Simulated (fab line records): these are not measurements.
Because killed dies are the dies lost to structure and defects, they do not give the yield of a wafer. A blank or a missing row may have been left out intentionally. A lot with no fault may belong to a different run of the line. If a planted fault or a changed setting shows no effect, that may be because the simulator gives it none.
fab line records || flow nandHarc || part 2 of 2: steps 30 to 39 of 39
record: {"lots": 5, "wafers": 15, "lastDay": 24}
route steps=1159 shown P_ZERO_WELL@31 P_STI@69
lots untouched by any fault: they come from a run of this same line in which no faults occurred
startH: the number of hours between the record's first day and the start of the first shown wafer of the lot || waitH: hours elapsed since this lot's preceding step || " same as the row above || L1.1+2: a row that stands for several wafers || - either no value or no given start || * or withheld: withheld || < > ~ a bound
route shown NAME@n: NAME is a module with steps in the file, n the number in the route of the first one || usual: mean/standard deviation taken from wafers without a fault || same: alike in all rows || chamber/n: place in a boat || sites: readings site by site || _std_site: how widely they spread, as a standard deviation || _edge_site: mean of outer sites minus mean of inner sites || radiusMm: for every site, how far away it sits from the centre of the wafer || mask NAME#n: copy n || behind: the most recent tool/chamber to have shaped the wafer || hold: why the lot was held/for how many hours/how that ended || device: the n, p or np transistor that did not switch || end of line: at the end of the route, the tests of the same wafers || a step given without rows: its recipe and nothing more || killed: the dies lost at the first sort to structure and to defects; this is not the yield of the wafer || map: a wafer's dies, x killed, . not, _ none there
set.NAME: the run value of the setting; set.NAME@STEP: its run value at that earlier step || model.NAME: the simulator's own value behind a step, which no gauge read
a table for each step, a row for each wafer; lots at some steps of the route
services: the hour from which a tool's chamber was out of use, counted from the record's first day as startH (under 0 if before that day), plus the number of hours and why
== steps ==
step: NHARC_P_ZERO_WELL_HARDBAKE_53
recipe: {"tempC": 125, "timeS": 80}
{"lot.wafer": "L075.1+5+6", "tool": "lithoTrack-05", "chamber": 0, "startH": 23.95, "waitH": "-"}
{"lot.wafer": "L084.1+2+5", "tool": "lithoTrack-03", "chamber": 0, "startH": 77.59, "waitH": "-"}
{"lot.wafer": "L086.1+4+6", "tool": "lithoTrack-05", "chamber": 0, "startH": 89.83, "waitH": "-"}
{"lot.wafer": "L089.2+5+6", "tool": "lithoTrack-05", "chamber": 0, "startH": 108.02, "waitH": "-"}
{"lot.wafer": "L097.2+4+5", "tool": "lithoTrack-03", "chamber": 0, "startH": 155.81, "waitH": "-"}
step: NHARC_P_ZERO_WELL_DESCUM_54
recipe: {"timeS": 3, "o2FlowSccm": 200, "arFlowSccm": 0, "biasPowerW": 0, "chemistry": "O2"}
usual: {"drypumpMotorCurrentA": "5.5/0.36", "oesProductAu": "1.001/0.015", "rfVppV": "57.9/0.95", "showerheadPlenumPTorr": "1.94/0.082", "throttleValvePct": "11.311/0.0089"}
{"lot.wafer": "L075.1", "tool": "rieDiel-08", "chamber": 2, "startH": 24.03, "waitH": "-", "drypumpMotorCurrentA": 5.8, "oesProductAu": 0.990, "rfHoursCounterH": 4, "rfVppV": 58.8, "showerheadPlenumPTorr": 1.79, "throttleValvePct": 11.310}
{"lot.wafer": "L075.6", "tool": "rieDiel-08", "chamber": 2, "startH": 24.03, "waitH": "-", "drypumpMotorCurrentA": 5.7, "oesProductAu": 0.995, "rfHoursCounterH": "-", "rfVppV": 58.1, "showerheadPlenumPTorr": 1.79, "throttleValvePct": 11.316}
{"lot.wafer": "L075.5", "tool": "rieDiel-08", "chamber": 3, "startH": 24.03, "waitH": "-", "drypumpMotorCurrentA": 5.2, "oesProductAu": 0.989, "rfHoursCounterH": "-", "rfVppV": 57.3, "showerheadPlenumPTorr": 1.96, "throttleValvePct": 11.298}
{"lot.wafer": "L084.2", "tool": "rieDiel-08", "chamber": 0, "startH": 77.67, "waitH": "-", "drypumpMotorCurrentA": 5.2, "oesProductAu": 1.002, "rfHoursCounterH": 8, "rfVppV": 57.1, "showerheadPlenumPTorr": 2.01, "throttleValvePct": 11.309}
{"lot.wafer": "L084.1", "tool": "rieDiel-08", "chamber": 2, "startH": 77.67, "waitH": "-", "drypumpMotorCurrentA": 5.8, "oesProductAu": 1.003, "rfHoursCounterH": 9, "rfVppV": 59.3, "showerheadPlenumPTorr": 1.79, "throttleValvePct": 11.317}
{"lot.wafer": "L084.5", "tool": "rieDiel-08", "chamber": 1, "startH": 77.67, "waitH": "-", "drypumpMotorCurrentA": 5.9, "oesProductAu": 0.987, "rfHoursCounterH": "-", "rfVppV": 58.3, "showerheadPlenumPTorr": 1.87, "throttleValvePct": 11.314}
{"lot.wafer": "L086.4", "tool": "rieDiel-08", "chamber": 3, "startH": 89.91, "waitH": "-", "drypumpMotorCurrentA": 5.2, "oesProductAu": 1.012, "rfHoursCounterH": 10, "rfVppV": 56.9, "showerheadPlenumPTorr": 1.96, "throttleValvePct": 11.314}
{"lot.wafer": "L086.1", "tool": "rieDiel-08", "chamber": 1, "startH": 89.91, "waitH": "-", "drypumpMotorCurrentA": 5.9, "oesProductAu": 0.986, "rfHoursCounterH": 8, "rfVppV": 56.7, "showerheadPlenumPTorr": 1.87, "throttleValvePct": 11.294}
{"lot.wafer": "L086.6", "tool": "rieDiel-08", "chamber": 0, "startH": 89.91, "waitH": "-", "drypumpMotorCurrentA": 5.2, "oesProductAu": 0.999, "rfHoursCounterH": "-", "rfVppV": 56.6, "showerheadPlenumPTorr": 2.01, "throttleValvePct": 11.319}
{"lot.wafer": "L089.2", "tool": "rieDiel-08", "chamber": 3, "startH": 108.10, "waitH": "-", "drypumpMotorCurrentA": 5.2, "oesProductAu": 1.011, "rfHoursCounterH": 10, "rfVppV": 57.4, "showerheadPlenumPTorr": 1.96, "throttleValvePct": 11.300}
{"lot.wafer": "L089.6", "tool": "rieDiel-08", "chamber": 2, "startH": 108.10, "waitH": "-", "drypumpMotorCurrentA": 5.8, "oesProductAu": 0.994, "rfHoursCounterH": "-", "rfVppV": 58.0, "showerheadPlenumPTorr": 1.79, "throttleValvePct": 11.310}
{"lot.wafer": "L089.5", "tool": "rieDiel-08", "chamber": 3, "startH": 108.10, "waitH": "-", "drypumpMotorCurrentA": 5.3, "oesProductAu": 1.003, "rfHoursCounterH": "-", "rfVppV": 57.6, "showerheadPlenumPTorr": 1.96, "throttleValvePct": 11.318}
{"lot.wafer": "L097.2", "tool": "rieDiel-08", "chamber": 1, "startH": 155.91, "waitH": "-", "drypumpMotorCurrentA": 5.9, "oesProductAu": 1.002, "rfHoursCounterH": 2, "rfVppV": 57.5, "showerheadPlenumPTorr": 1.86, "throttleValvePct": 11.310}
{"lot.wafer": "L097.4", "tool": "rieDiel-08", "chamber": 2, "startH": 155.91, "waitH": "-", "drypumpMotorCurrentA": 5.8, "oesProductAu": 0.966, "rfHoursCounterH": 2, "rfVppV": 58.0, "showerheadPlenumPTorr": 1.79, "throttleValvePct": 11.295}
{"lot.wafer": "L097.5", "tool": "rieDiel-08", "chamber": 3, "startH": 155.91, "waitH": "-", "drypumpMotorCurrentA": 5.3, "oesProductAu": 1.019, "rfHoursCounterH": "-", "rfVppV": 59.7, "showerheadPlenumPTorr": 1.96, "throttleValvePct": 11.321}
step: NHARC_P_ZERO_WELL_IMPLANT_55
recipe: {"energyKev": 180, "doseCm2": 8e+11, "tiltDeg": 7}
usual: {"doseIonsCm2": "8.003e+11/7.6e+08", "endStationPressureTorr": "4.96e-06/2.8e-07"}
{"lot.wafer": "L075.1", "tool": "implanter-01", "chamber": 0, "startH": 24.18, "waitH": 0.1, "doseIonsCm2": 8.011e+11, "endStationPressureTorr": 5.14e-06}
{"lot.wafer": "L075.5", "tool": "implanter-01", "chamber": 0, "startH": 24.18, "waitH": 0.1, "doseIonsCm2": 7.999e+11, "endStationPressureTorr": 4.89e-06}
{"lot.wafer": "L075.6", "tool": "implanter-01", "chamber": 0, "startH": 24.18, "waitH": 0.1, "doseIonsCm2": 8.011e+11, "endStationPressureTorr": 4.77e-06}
{"lot.wafer": "L084.1", "tool": "implanter-01", "chamber": 0, "startH": 77.82, "waitH": 0.1, "doseIonsCm2": 7.997e+11, "endStationPressureTorr": 5.7e-06}
{"lot.wafer": "L084.2", "tool": "implanter-01", "chamber": 0, "startH": 77.82, "waitH": 0.1, "doseIonsCm2": 8.004e+11, "endStationPressureTorr": 4.83e-06}
{"lot.wafer": "L084.5", "tool": "implanter-01", "chamber": 0, "startH": 77.82, "waitH": 0.1, "doseIonsCm2": 7.992e+11, "endStationPressureTorr": 4.56e-06}
{"lot.wafer": "L086.1", "tool": "implanter-01", "chamber": 0, "startH": 90.06, "waitH": 0.1, "doseIonsCm2": 8.015e+11, "endStationPressureTorr": 4.67e-06}
{"lot.wafer": "L086.4", "tool": "implanter-01", "chamber": 0, "startH": 90.06, "waitH": 0.1, "doseIonsCm2": 7.998e+11, "endStationPressureTorr": 4.91e-06}
{"lot.wafer": "L086.6", "tool": "implanter-01", "chamber": 0, "startH": 90.06, "waitH": 0.1, "doseIonsCm2": 8.009e+11, "endStationPressureTorr": 4.93e-06}
{"lot.wafer": "L089.2", "tool": "implanter-02", "chamber": 0, "startH": 108.27, "waitH": 0.2, "doseIonsCm2": 8.015e+11, "endStationPressureTorr": 4.92e-06}
{"lot.wafer": "L089.5", "tool": "implanter-02", "chamber": 0, "startH": 108.27, "waitH": 0.2, "doseIonsCm2": 8.003e+11, "endStationPressureTorr": 4.95e-06}
{"lot.wafer": "L089.6", "tool": "implanter-02", "chamber": 0, "startH": 108.27, "waitH": 0.2, "doseIonsCm2": 8.01e+11, "endStationPressureTorr": 5.37e-06}
{"lot.wafer": "L097.2", "tool": "implanter-01", "chamber": 0, "startH": 156.07, "waitH": 0.1, "doseIonsCm2": 8.004e+11, "endStationPressureTorr": 4.78e-06}
{"lot.wafer": "L097.4", "tool": "implanter-01", "chamber": 0, "startH": 156.07, "waitH": 0.1, "doseIonsCm2": 8.006e+11, "endStationPressureTorr": 4.77e-06}
{"lot.wafer": "L097.5", "tool": "implanter-01", "chamber": 0, "startH": 156.07, "waitH": 0.1, "doseIonsCm2": 8.01e+11, "endStationPressureTorr": 5.03e-06}
step: NHARC_P_ZERO_WELL_IMPLANT_61
recipe: {"energyKev": 30, "doseCm2": 5e+11, "tiltDeg": 7}
usual: {"doseIonsCm2": "5.001e+11/5.2e+08", "endStationPressureTorr": "4.99e-06/2.6e-07"}
{"lot.wafer": "L075.1", "tool": "implanter-01", "chamber": 0, "startH": 24.36, "waitH": 0.2, "doseIonsCm2": 4.999e+11, "endStationPressureTorr": 5.12e-06}
{"lot.wafer": "L075.5", "tool": "implanter-01", "chamber": 0, "startH": 24.36, "waitH": 0.2, "doseIonsCm2": 5e+11, "endStationPressureTorr": 4.59e-06}
{"lot.wafer": "L075.6", "tool": "implanter-01", "chamber": 0, "startH": 24.36, "waitH": 0.2, "doseIonsCm2": 5.006e+11, "endStationPressureTorr": 5.14e-06}
{"lot.wafer": "L084.1", "tool": "implanter-01", "chamber": 0, "startH": 77.99, "waitH": 0.1, "doseIonsCm2": 5e+11, "endStationPressureTorr": 4.93e-06}
{"lot.wafer": "L084.2", "tool": "implanter-01", "chamber": 0, "startH": 77.99, "waitH": 0.1, "doseIonsCm2": 4.994e+11, "endStationPressureTorr": 5.18e-06}
{"lot.wafer": "L084.5", "tool": "implanter-01", "chamber": 0, "startH": 77.99, "waitH": 0.1, "doseIonsCm2": 4.997e+11, "endStationPressureTorr": 5.47e-06}
{"lot.wafer": "L086.1", "tool": "implanter-01", "chamber": 0, "startH": 90.24, "waitH": 0.2, "doseIonsCm2": 4.996e+11, "endStationPressureTorr": 4.68e-06}
{"lot.wafer": "L086.4", "tool": "implanter-01", "chamber": 0, "startH": 90.24, "waitH": 0.2, "doseIonsCm2": 4.998e+11, "endStationPressureTorr": 4.65e-06}
{"lot.wafer": "L086.6", "tool": "implanter-01", "chamber": 0, "startH": 90.24, "waitH": 0.2, "doseIonsCm2": 5.002e+11, "endStationPressureTorr": 4.73e-06}
{"lot.wafer": "L089.2", "tool": "implanter-02", "chamber": 0, "startH": 108.45, "waitH": 0.1, "doseIonsCm2": 5.008e+11, "endStationPressureTorr": 4.73e-06}
{"lot.wafer": "L089.5", "tool": "implanter-02", "chamber": 0, "startH": 108.45, "waitH": 0.1, "doseIonsCm2": 5.002e+11, "endStationPressureTorr": 5.21e-06}
{"lot.wafer": "L089.6", "tool": "implanter-02", "chamber": 0, "startH": 108.45, "waitH": 0.1, "doseIonsCm2": 4.987e+11, "endStationPressureTorr": 4.76e-06}
{"lot.wafer": "L097.2", "tool": "implanter-01", "chamber": 0, "startH": 156.25, "waitH": 0.2, "doseIonsCm2": 5e+11, "endStationPressureTorr": 4.6e-06}
{"lot.wafer": "L097.4", "tool": "implanter-01", "chamber": 0, "startH": 156.25, "waitH": 0.2, "doseIonsCm2": 5.003e+11, "endStationPressureTorr": 5.24e-06}
{"lot.wafer": "L097.5", "tool": "implanter-01", "chamber": 0, "startH": 156.25, "waitH": 0.2, "doseIonsCm2": 4.994e+11, "endStationPressureTorr": 4.8e-06}
step: NHARC_P_ZERO_WELL_STRIP_56
recipe: {"timeS": 840, "tempC": 130, "chemistry": "SPM"}
usual: {"bathHeatDutyPct": "14.2/1.5"}
{"lot.wafer": "L075.5", "tool": "wetBench-09", "chamber": 2, "startH": 24.59, "waitH": 0.1, "bathHeatDutyPct": 13.0}
{"lot.wafer": "L075.6", "tool": "wetBench-09", "chamber": 4, "startH": 24.59, "waitH": 0.1, "bathHeatDutyPct": 13.3}
{"lot.wafer": "L075.1", "tool": "wetBench-09", "chamber": 5, "startH": 24.59, "waitH": 0.1, "bathHeatDutyPct": 11.1}
{"lot.wafer": "L084.2", "tool": "wetBench-06", "chamber": 0, "startH": 78.22, "waitH": 0.2, "bathHeatDutyPct": 11.7}
{"lot.wafer": "L084.5", "tool": "wetBench-06", "chamber": 2, "startH": 78.22, "waitH": 0.2, "bathHeatDutyPct": 13.9}
{"lot.wafer": "L084.1", "tool": "wetBench-06", "chamber": 3, "startH": 78.22, "waitH": 0.2, "bathHeatDutyPct": 12.7}
{"lot.wafer": "L086.6", "tool": "wetBench-05", "chamber": 2, "startH": 90.46, "waitH": 0.0, "bathHeatDutyPct": 15.1}
{"lot.wafer": "L086.1", "tool": "wetBench-05", "chamber": 3, "startH": 90.46, "waitH": 0.0, "bathHeatDutyPct": 15.3}
{"lot.wafer": "L086.4", "tool": "wetBench-05", "chamber": 5, "startH": 90.46, "waitH": 0.0, "bathHeatDutyPct": 16.4}
{"lot.wafer": "L089.6", "tool": "wetBench-06", "chamber": 5, "startH": 108.64, "waitH": 0.0, "bathHeatDutyPct": 15.3}
{"lot.wafer": "L089.5", "tool": "wetBench-06", "chamber": 0, "startH": 108.64, "waitH": 0.0, "bathHeatDutyPct": 10.8}
{"lot.wafer": "L089.2", "tool": "wetBench-06", "chamber": 1, "startH": 108.64, "waitH": 0.0, "bathHeatDutyPct": 13.5}
{"lot.wafer": "L097.4", "tool": "wetBench-05", "chamber": 1, "startH": 156.43, "waitH": 0.1, "bathHeatDutyPct": 16.0}
{"lot.wafer": "L097.5", "tool": "wetBench-05", "chamber": 2, "startH": 156.43, "waitH": 0.1, "bathHeatDutyPct": 15.4}
{"lot.wafer": "L097.2", "tool": "wetBench-05", "chamber": 4, "startH": 156.43, "waitH": 0.1, "bathHeatDutyPct": 14.1}
step: NHARC_P_ZERO_WELL_PRECLEAN_68
recipe: {"timeS": 60, "tempC": 50, "bathAgeMin": 0, "chemistry": "SC1"}
usual: {"bathHeatDutyPct": "6.8/0.8"}
{"lot.wafer": "L075.5", "tool": "wetBench-09", "chamber": 2, "startH": "-", "waitH": "-", "bathHeatDutyPct": 7.1}
{"lot.wafer": "L075.6", "tool": "wetBench-09", "chamber": 4, "startH": "-", "waitH": "-", "bathHeatDutyPct": 6.5}
{"lot.wafer": "L075.1", "tool": "wetBench-09", "chamber": 5, "startH": "-", "waitH": "-", "bathHeatDutyPct": 6.3}
{"lot.wafer": "L084.2", "tool": "wetBench-06", "chamber": 0, "startH": "-", "waitH": "-", "bathHeatDutyPct": 5.9}
{"lot.wafer": "L084.5", "tool": "wetBench-06", "chamber": 2, "startH": "-", "waitH": "-", "bathHeatDutyPct": 7.5}
{"lot.wafer": "L084.1", "tool": "wetBench-06", "chamber": 3, "startH": "-", "waitH": "-", "bathHeatDutyPct": 4.9}
{"lot.wafer": "L086.6", "tool": "wetBench-05", "chamber": 2, "startH": "-", "waitH": "-", "bathHeatDutyPct": 7.7}
{"lot.wafer": "L086.1", "tool": "wetBench-05", "chamber": 3, "startH": "-", "waitH": "-", "bathHeatDutyPct": 7.3}
{"lot.wafer": "L086.4", "tool": "wetBench-05", "chamber": 5, "startH": "-", "waitH": "-", "bathHeatDutyPct": 8.0}
{"lot.wafer": "L089.6", "tool": "wetBench-06", "chamber": 5, "startH": "-", "waitH": "-", "bathHeatDutyPct": 7.4}
{"lot.wafer": "L089.5", "tool": "wetBench-06", "chamber": 0, "startH": "-", "waitH": "-", "bathHeatDutyPct": 5.1}
{"lot.wafer": "L089.2", "tool": "wetBench-06", "chamber": 1, "startH": "-", "waitH": "-", "bathHeatDutyPct": 5.7}
{"lot.wafer": "L097.4", "tool": "wetBench-05", "chamber": 1, "startH": "-", "waitH": "-", "bathHeatDutyPct": 6.4}
{"lot.wafer": "L097.5", "tool": "wetBench-05", "chamber": 2, "startH": "-", "waitH": "-", "bathHeatDutyPct": 7.5}
{"lot.wafer": "L097.2", "tool": "wetBench-05", "chamber": 4, "startH": "-", "waitH": "-", "bathHeatDutyPct": 5.4}
step: NHARC_P_ZERO_WELL_SRD_69
{"lot.wafer": "L075.5+6+1", "tool": "wetBench-09", "chamber": "2,4,5", "startH": "-", "waitH": "-"}
{"lot.wafer": "L084.2+5+1", "tool": "wetBench-06", "chamber": "0,2,3", "startH": "-", "waitH": "-"}
{"lot.wafer": "L086.6+1+4", "tool": "wetBench-05", "chamber": "2,3,5", "startH": "-", "waitH": "-"}
{"lot.wafer": "L089.6+5+2", "tool": "wetBench-06", "chamber": "5,0,1", "startH": "-", "waitH": "-"}
{"lot.wafer": "L097.4+5+2", "tool": "wetBench-05", "chamber": "1,2,4", "startH": "-", "waitH": "-"}
step: NHARC_P_ZERO_WELL_RTA_42
recipe: {"tempC": 1100, "timeS": 300}
usual: {"lampPowerPct": "46.1/1.7", "lamp_zone_2_pct": "46.1/1.7", "wafer_temp_C_max": "1104.9/1.8"}
{"lot.wafer": "L075.1", "tool": "rtpAnneal-01", "chamber": 0, "startH": 25.01, "waitH": "-", "lampPowerPct": 43.7, "lamp_zone_2_pct": 43.6, "wafer_temp_C_max": 1107.5}
{"lot.wafer": "L075.5", "tool": "rtpAnneal-01", "chamber": 0, "startH": 25.01, "waitH": "-", "lampPowerPct": 43.6, "lamp_zone_2_pct": 43.7, "wafer_temp_C_max": 1107.0}
{"lot.wafer": "L075.6", "tool": "rtpAnneal-01", "chamber": 0, "startH": 25.01, "waitH": "-", "lampPowerPct": 43.6, "lamp_zone_2_pct": 43.6, "wafer_temp_C_max": 1107.1}
{"lot.wafer": "L084.1", "tool": "rtpAnneal-01", "chamber": 0, "startH": 78.65, "waitH": "-", "lampPowerPct": 43.7, "lamp_zone_2_pct": 43.6, "wafer_temp_C_max": 1106.7}
{"lot.wafer": "L084.2", "tool": "rtpAnneal-01", "chamber": 0, "startH": 78.65, "waitH": "-", "lampPowerPct": 43.7, "lamp_zone_2_pct": 43.7, "wafer_temp_C_max": 1106.0}
{"lot.wafer": "L084.5", "tool": "rtpAnneal-01", "chamber": 0, "startH": 78.65, "waitH": "-", "lampPowerPct": 43.6, "lamp_zone_2_pct": 43.6, "wafer_temp_C_max": 1107.7}
{"lot.wafer": "L086.1", "tool": "rtpAnneal-01", "chamber": 0, "startH": 90.89, "waitH": "-", "lampPowerPct": 43.6, "lamp_zone_2_pct": 43.7, "wafer_temp_C_max": 1107.5}
{"lot.wafer": "L086.4", "tool": "rtpAnneal-01", "chamber": 0, "startH": 90.89, "waitH": "-", "lampPowerPct": 43.6, "lamp_zone_2_pct": 43.6, "wafer_temp_C_max": 1106.8}
{"lot.wafer": "L086.6", "tool": "rtpAnneal-01", "chamber": 0, "startH": 90.89, "waitH": "-", "lampPowerPct": 43.7, "lamp_zone_2_pct": 43.7, "wafer_temp_C_max": 1107.1}
{"lot.wafer": "L089.2", "tool": "rtpAnneal-02", "chamber": 0, "startH": 109.19, "waitH": "-", "lampPowerPct": 47.3, "lamp_zone_2_pct": 47.1, "wafer_temp_C_max": 1103.8}
{"lot.wafer": "L089.5", "tool": "rtpAnneal-02", "chamber": 0, "startH": 109.19, "waitH": "-", "lampPowerPct": 47.3, "lamp_zone_2_pct": 47.2, "wafer_temp_C_max": 1104.1}
{"lot.wafer": "L089.6", "tool": "rtpAnneal-02", "chamber": 0, "startH": 109.19, "waitH": "-", "lampPowerPct": 47.3, "lamp_zone_2_pct": 47.3, "wafer_temp_C_max": 1102.8}
{"lot.wafer": "L097.2", "tool": "rtpAnneal-02", "chamber": 0, "startH": 157.12, "waitH": "-", "lampPowerPct": 47.3, "lamp_zone_2_pct": 47.3, "wafer_temp_C_max": 1103.5}
{"lot.wafer": "L097.4", "tool": "rtpAnneal-02", "chamber": 0, "startH": 157.12, "waitH": "-", "lampPowerPct": 47.3, "lamp_zone_2_pct": 47.4, "wafer_temp_C_max": 1104.3}
{"lot.wafer": "L097.5", "tool": "rtpAnneal-02", "chamber": 0, "startH": 157.12, "waitH": "-", "lampPowerPct": 47.4, "lamp_zone_2_pct": 47.4, "wafer_temp_C_max": 1103.7}
step: NHARC_P_ZERO_WELL_INSPECT_43
usual: {"rawDefectCount": "13/5.3"}
{"lot.wafer": "L075.1", "tool": "defectInspect-02", "chamber": "-", "startH": 25.70, "waitH": 0.6, "rawDefectCount": 20}
{"lot.wafer": "L075.5", "tool": "defectInspect-02", "chamber": "-", "startH": 25.70, "waitH": 0.6, "rawDefectCount": 13}
{"lot.wafer": "L075.6", "tool": "defectInspect-02", "chamber": "-", "startH": 25.70, "waitH": 0.6, "rawDefectCount": 21}
{"lot.wafer": "L084.1", "tool": "defectInspect-01", "chamber": "-", "startH": 79.33, "waitH": 0.6, "rawDefectCount": 10}
{"lot.wafer": "L084.2", "tool": "defectInspect-01", "chamber": "-", "startH": 79.33, "waitH": 0.6, "rawDefectCount": 13}
{"lot.wafer": "L084.5", "tool": "defectInspect-01", "chamber": "-", "startH": 79.33, "waitH": 0.6, "rawDefectCount": 15}
{"lot.wafer": "L086.1", "tool": "defectInspect-02", "chamber": "-", "startH": 91.58, "waitH": 0.6, "rawDefectCount": 18}
{"lot.wafer": "L086.4", "tool": "defectInspect-02", "chamber": "-", "startH": 91.58, "waitH": 0.6, "rawDefectCount": 9}
{"lot.wafer": "L086.6", "tool": "defectInspect-02", "chamber": "-", "startH": 91.58, "waitH": 0.6, "rawDefectCount": 19}
{"lot.wafer": "L089.2", "tool": "defectInspect-01", "chamber": "-", "startH": 109.76, "waitH": 0.5, "rawDefectCount": 18}
{"lot.wafer": "L089.5", "tool": "defectInspect-01", "chamber": "-", "startH": 109.76, "waitH": 0.5, "rawDefectCount": 15}
{"lot.wafer": "L089.6", "tool": "defectInspect-01", "chamber": "-", "startH": 109.76, "waitH": 0.5, "rawDefectCount": 17}
{"lot.wafer": "L097.2", "tool": "defectInspect-02", "chamber": "-", "startH": 157.70, "waitH": 0.5, "rawDefectCount": 6}
{"lot.wafer": "L097.4", "tool": "defectInspect-02", "chamber": "-", "startH": 157.70, "waitH": 0.5, "rawDefectCount": 11}
{"lot.wafer": "L097.5", "tool": "defectInspect-02", "chamber": "-", "startH": 157.70, "waitH": 0.5, "rawDefectCount": 5}
step: NHARC_P_STI_ETCH_26
recipe: {"targetDepthA": 110, "chemistry": "dHF", "material": "SiO2"}
{"lot.wafer": "L075.1+6+5", "tool": "wetBench-04", "chamber": "2,3,4", "startH": 25.79, "waitH": 0.1}
{"lot.wafer": "L084.1+2+5", "tool": "wetBench-04", "chamber": "7,3,4", "startH": 79.38, "waitH": 0.1}
{"lot.wafer": "L086.6+4+1", "tool": "wetBench-04", "chamber": "6,0,2", "startH": 91.64, "waitH": 0.1}
{"lot.wafer": "L089.5+6+2", "tool": "wetBench-02", "chamber": "5,6,0", "startH": 109.83, "waitH": 0.1}
{"lot.wafer": "L097.2+4+5", "tool": "wetBench-04", "chamber": "0,2,3", "startH": 157.80, "waitH": 0.1}
== services ==
{"tool": "krfScanner-01", "chamber": "-", "startH": 11.77, "hours": 2.8, "kind": "repair"}
{"tool": "lithoTrack-07", "chamber": "-", "startH": 14.00, "hours": 7.0, "kind": "pm"}
{"tool": "wetBench-05", "chamber": "-", "startH": 20.80, "hours": 8.0, "kind": "pm"}
{"tool": "rieDiel-07", "chamber": 3, "startH": 30.37, "hours": 7.2, "kind": "repair"}
{"tool": "lithoTrack-03", "chamber": "-", "startH": 38.00, "hours": 7.0, "kind": "pm"}
{"tool": "rieDiel-08", "chamber": 1, "startH": 41.22, "hours": 3.9, "kind": "repair"}
{"tool": "implanter-01", "chamber": "-", "startH": 48.94, "hours": 2.6, "kind": "repair"}
{"tool": "rieDiel-07", "chamber": 2, "startH": 51.06, "hours": 5.5, "kind": "repair"}
{"tool": "rieDiel-07", "chamber": "-", "startH": 51.20, "hours": 9.0, "kind": "pm"}
{"tool": "implanter-01", "chamber": "-", "startH": 60.67, "hours": 1.2, "kind": "repair"}
{"tool": "lithoTrack-05", "chamber": "-", "startH": 62.00, "hours": 7.0, "kind": "pm"}
{"tool": "rieDiel-09", "chamber": 0, "startH": 63.07, "hours": 9.2, "kind": "repair"}
{"tool": "krfScanner-03", "chamber": "-", "startH": 65.80, "hours": 2.1, "kind": "repair"}
{"tool": "rieDiel-07", "chamber": "-", "startH": 66.40, "hours": 0.6, "kind": "repair"}
{"tool": "rieDiel-09", "chamber": "-", "startH": 77.31, "hours": 9.0, "kind": "pm"}
{"tool": "krfScanner-01", "chamber": "-", "startH": 84.00, "hours": 4.0, "kind": "pm"}
{"tool": "implanter-02", "chamber": "-", "startH": 85.00, "hours": 13.0, "kind": "pm"}
{"tool": "rieDiel-07", "chamber": 0, "startH": 90.86, "hours": 6.1, "kind": "repair"}
{"tool": "wetBench-09", "chamber": "-", "startH": 112.80, "hours": 8.0, "kind": "pm"}
{"tool": "wetBench-06", "chamber": "-", "startH": 117.99, "hours": 3.4, "kind": "repair"}
{"tool": "rieDiel-08", "chamber": "-", "startH": 124.80, "hours": 9.0, "kind": "pm"}
{"tool": "wetBench-06", "chamber": "-", "startH": 129.60, "hours": 8.0, "kind": "pm"}
{"tool": "implanter-02", "chamber": "-", "startH": 135.85, "hours": 1.0, "kind": "repair"}
{"tool": "implanter-02", "chamber": "-", "startH": 143.66, "hours": 0.6, "kind": "repair"}
